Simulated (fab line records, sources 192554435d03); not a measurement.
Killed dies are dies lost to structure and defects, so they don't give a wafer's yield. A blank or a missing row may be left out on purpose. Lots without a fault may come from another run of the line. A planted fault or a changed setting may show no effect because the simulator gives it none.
Which tool did it? | flow n5_finfet | 13 lots, 39 wafers sampled, at 4 steps of a route of 1938

WHAT THE GAUGES READ, wafer by wafer
N5_ZERO_LAYER_CD_MEAS_11: target cd 2000 nm.
lot  | measured    | on        | cd_nm (nm)
L524 | day 1 12:46 | cd_sem-01 | 1997.6 1999.4 1997.7
L526 | day 2 00:47 | cd_sem-01 | 1999.4 2000.6 1999.5
L527 | day 2 06:47 | cd_sem-02 | 2003.5 2000.5 2002.2
L530 | day 3 00:40 | cd_sem-03 | 2001.7 2002.1 2002.2
L531 | day 3 06:40 | cd_sem-03 | 2000.5 2001.2 2001.9
L532 | day 3 12:40 | cd_sem-02 | 2001.9 2002.5 2000.6
L541 | day 5 18:38 | cd_sem-01 | 2001.6 2001.3 2001.3
L542 | day 6 00:46 | cd_sem-01 | 2002.8 2000.6 2001.3
L543 | day 6 06:46 | cd_sem-01 | 1998.9 1999.9 1999.0
L544 | day 6 12:47 | cd_sem-02 | 2002.0 2002.7 2001.7
L545 | day 6 18:46 | cd_sem-02 | 2001.0 1999.8 2000.4
L546 | day 7 00:38 | cd_sem-03 | 1996.1 1999.6 1998.2
L547 | day 7 06:38 | cd_sem-03 | 1999.9 1999.4 1998.6

N5_WELL_APT_INSPECT_27: inspects for defects (macro).
lot  | measured    | on                | raw_defect_count
L524 | day 1 15:22 | defect_inspect-02 | 1 2 2
L526 | day 2 03:45 | defect_inspect-01 | 2 3 1
L527 | day 2 09:53 | defect_inspect-02 | 2 3 2
L530 | day 3 03:04 | defect_inspect-02 | 3 0 2
L531 | day 3 09:17 | defect_inspect-02 | 0 1 0
L532 | day 3 14:49 | defect_inspect-02 | 1 1 2
L541 | day 5 20:56 | defect_inspect-02 | 2 2 3
L542 | day 6 03:07 | defect_inspect-01 | 2 0 3
L543 | day 6 09:06 | defect_inspect-02 | 1 1 6
L544 | day 6 15:07 | defect_inspect-01 | 2 1 1
L545 | day 6 20:59 | defect_inspect-02 | 2 3 1
L546 | day 7 03:08 | defect_inspect-02 | 2 1 3
L547 | day 7 09:49 | defect_inspect-02 | 5 2 4

WHICH TOOL RAN EACH LOT (tool, then ch and the chambers of the sampled wafers, then the start)
lot  | N5_ZERO_LAYER_STRIP_24              | N5_WELL_APT_IMPLANT_14
L524 | plasma_asher-02 ch 0,1, day 1 13:01 | implanter-01 ch 0, day 1 14:05
L526 | plasma_asher-01 ch 1, day 2 01:02   | implanter-01 ch 0, day 2 02:37
L527 | plasma_asher-01 ch 0,1, day 2 07:03 | implanter-02 ch 0, day 2 08:35
L530 | plasma_asher-02 ch 0,1, day 3 00:57 | implanter-02 ch 0, day 3 01:56
L531 | plasma_asher-01 ch 0,1, day 3 06:56 | implanter-02 ch 0, day 3 08:01
L532 | plasma_asher-01 ch 0,1, day 3 12:57 | implanter-02 ch 0, day 3 13:50
L541 | plasma_asher-01 ch 0,1, day 5 19:05 | implanter-01 ch 0, day 5 19:58
L542 | plasma_asher-02 ch 0,1, day 6 01:01 | implanter-01 ch 0, day 6 01:59
L543 | plasma_asher-02 ch 0,1, day 6 07:02 | implanter-01 ch 0, day 6 08:10
L544 | plasma_asher-01 ch 0,1, day 6 13:02 | implanter-02 ch 0, day 6 14:07
L545 | plasma_asher-02 ch 0,1, day 6 19:01 | implanter-02 ch 0, day 6 20:00
L546 | plasma_asher-02 ch 0,1, day 7 01:01 | implanter-01 ch 0, day 7 02:02
L547 | plasma_asher-02 ch 0,1, day 7 07:38 | implanter-02 ch 0, day 7 08:40
- N5_ZERO_LAYER_STRIP_24: strips in O2.
- N5_WELL_APT_IMPLANT_14

WHAT THE TOOLS THEMSELVES READ (means of the sampled wafers that have a number; where no wafer has one, the mark that the record gives instead)
N5_ZERO_LAYER_STRIP_24.
lot  | tool            | drypump_motor_current_A (A) | heater_power_w (W) | oes_product_au (a.u.) | strip_time_to_endpoint_s (s) | temp_c (C)
L524 | plasma_asher-02 | 6.4                         | 314                | 0.646                 | 43.98                        | 249.93
L526 | plasma_asher-01 | 6.5                         | 340                | 0.646                 | 43.78                        | 250.06
L527 | plasma_asher-01 | 6.2                         | 346                | 0.646                 | 43.89                        | 250.06
L530 | plasma_asher-02 | 6.5                         | 320                | 0.648                 | 43.87                        | 250.11
L531 | plasma_asher-01 | 6.2                         | 346                | 0.647                 | 43.83                        | 249.85
L532 | plasma_asher-01 | 5.9                         | 357                | 0.647                 | 43.80                        | 250.18
L541 | plasma_asher-01 | 5.9                         | 358                | 0.645                 | 43.88                        | 250.07
L542 | plasma_asher-02 | 6.4                         | 315                | 0.647                 | 43.88                        | 250.13
L543 | plasma_asher-02 | 6.4                         | 320                | 0.648                 | 43.91                        | 249.87
L544 | plasma_asher-01 | 5.8                         | 358                | 0.648                 | 43.86                        | 249.79
L545 | plasma_asher-02 | 6.4                         | 322                | 0.650                 | 43.83                        | 250.01
L546 | plasma_asher-02 | 6.4                         | 323                | 0.650                 | 43.87                        | 250.25
L547 | plasma_asher-02 | 6.5                         | 318                | 0.651                 | 43.95                        | 249.87

THE ANSWER, worked out from the rows above alone
Rule: what is usual is taken from the lots themselves. Put in order of their means at a reading, lots are off if they are a third of the lots or fewer, leave a main group of 4 or more, and stand apart from it by a gap of 3 or more times the standard deviation of the main group's means; of several such gaps the widest counts. A main group whose means are all the same, to the digits that the tables above print for the reading, isn't used. A lot without any number at a reading at which 4 lots or more have one is off too. The other lots that the step has rows for count as sound. The gauges are gone through in route order, then the tools' own readings, and for those a lot's mean is taken as printed above. The first step at which some lot is off is used, and at that step the reading that is off furthest; a lot without a number counts as furthest.
No lot is off at any reading shown: from this, nothing can be told.

WHAT THE SIMULATOR HAD PUT IN
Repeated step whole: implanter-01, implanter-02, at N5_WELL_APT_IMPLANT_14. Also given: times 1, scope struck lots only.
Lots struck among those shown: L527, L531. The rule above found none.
